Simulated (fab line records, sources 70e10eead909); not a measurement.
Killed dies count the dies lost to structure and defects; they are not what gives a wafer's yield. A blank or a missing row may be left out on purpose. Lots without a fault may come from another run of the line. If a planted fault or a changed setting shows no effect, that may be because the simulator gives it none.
Which tool is to blame? :: flow nand-harc :: Sampling: 12 lots, 36 wafers, 2 of 1302 route steps

## WHAT THE GAUGES READ, wafer by wafer
NHARC_P_M1_INSPECT_11.
lot: L075
measured: day 6 11:19
on: defect-inspect-02
raw-defect-count: 1 3 2

lot: L077
measured: day 7 17:31
on: defect-inspect-02
raw-defect-count: 8 1 0

lot: L079
measured: day 8 09:13
on: defect-inspect-01
raw-defect-count: 2 7 3

lot: L081
measured: day 9 05:16
on: defect-inspect-02
raw-defect-count: 2 5 6

lot: L083
measured: day 10 01:59
on: defect-inspect-01
raw-defect-count: 3 9 5

lot: L085
measured: day 10 16:50
on: defect-inspect-01
raw-defect-count: 9 6 7

lot: L087
measured: day 11 19:53
on: defect-inspect-01
raw-defect-count: 4 10 9

lot: L089
measured: day 12 11:18
on: defect-inspect-01
raw-defect-count: 6 7 5

lot: L090
measured: day 13 09:20
on: defect-inspect-02
raw-defect-count: 6 6 5

lot: L092
measured: day 14 01:10
on: defect-inspect-02
raw-defect-count: 5 8 4

lot: L095
measured: day 15 05:31
on: defect-inspect-01
raw-defect-count: 0 1 4

lot: L097
measured: day 16 02:24
on: defect-inspect-01
raw-defect-count: 3 4 5

## EACH LOT AND THE TOOL THAT RAN IT (in order: tool; ch and the chambers of the sampled wafers; start)
lot: L075
NHARC_P_M0_ETCH_15: rie-diel-03 ch 0,2,3, day 6 11:19 or earlier

lot: L077
NHARC_P_M0_ETCH_15: rie-diel-12 ch 0,1, day 7 17:31 or earlier

lot: L079
NHARC_P_M0_ETCH_15: rie-diel-03 ch 0,1,3, day 8 09:13 or earlier

lot: L081
NHARC_P_M0_ETCH_15: rie-diel-12 ch 1,2, day 9 05:16 or earlier

lot: L083
NHARC_P_M0_ETCH_15: rie-diel-12 ch 0,1,2, day 10 01:59 or earlier

lot: L085
NHARC_P_M0_ETCH_15: rie-diel-08 ch 1,2,3, day 10 16:50 or earlier

lot: L087
NHARC_P_M0_ETCH_15: rie-diel-03 ch 0,2,3, day 11 19:53 or earlier

lot: L089
NHARC_P_M0_ETCH_15: rie-diel-08 ch 0,1, day 12 11:18 or earlier

lot: L090
NHARC_P_M0_ETCH_15: rie-diel-08 ch 0,3, day 13 09:20 or earlier

lot: L092
NHARC_P_M0_ETCH_15: rie-diel-03 ch 2,3, day 14 01:10 or earlier

lot: L095
NHARC_P_M0_ETCH_15: rie-diel-08 ch 0,2,3, day 15 05:31 or earlier

lot: L097
NHARC_P_M0_ETCH_15: rie-diel-12 ch 0,1,2, day 16 02:24 or earlier
- NHARC_P_M0_ETCH_15: etches the open film in C4F8/Ar, target depth 150 nm, overetch 15 nm, time 82.5 s.

## THE ANSWER, worked out from the rows above alone
Rule: the usual values come from the lots themselves. Put in order of their means at a reading, lots are off if they are a third of the lots or fewer, leave a main group of 4 or more, and stand apart from it by a gap of 3 or more times the standard deviation of the main group's means; of several such gaps the widest counts. A main group whose means are all the same, to the digits that the tables above print for the reading, isn't used. A lot without any number at a reading at which 4 lots or more have one is off too. Where the step has rows for the other lots, those lots are counted as sound.
Nothing can be told from this: no lot is off at any reading shown.

## WHAT WAS PUT IN BY THE SIMULATOR
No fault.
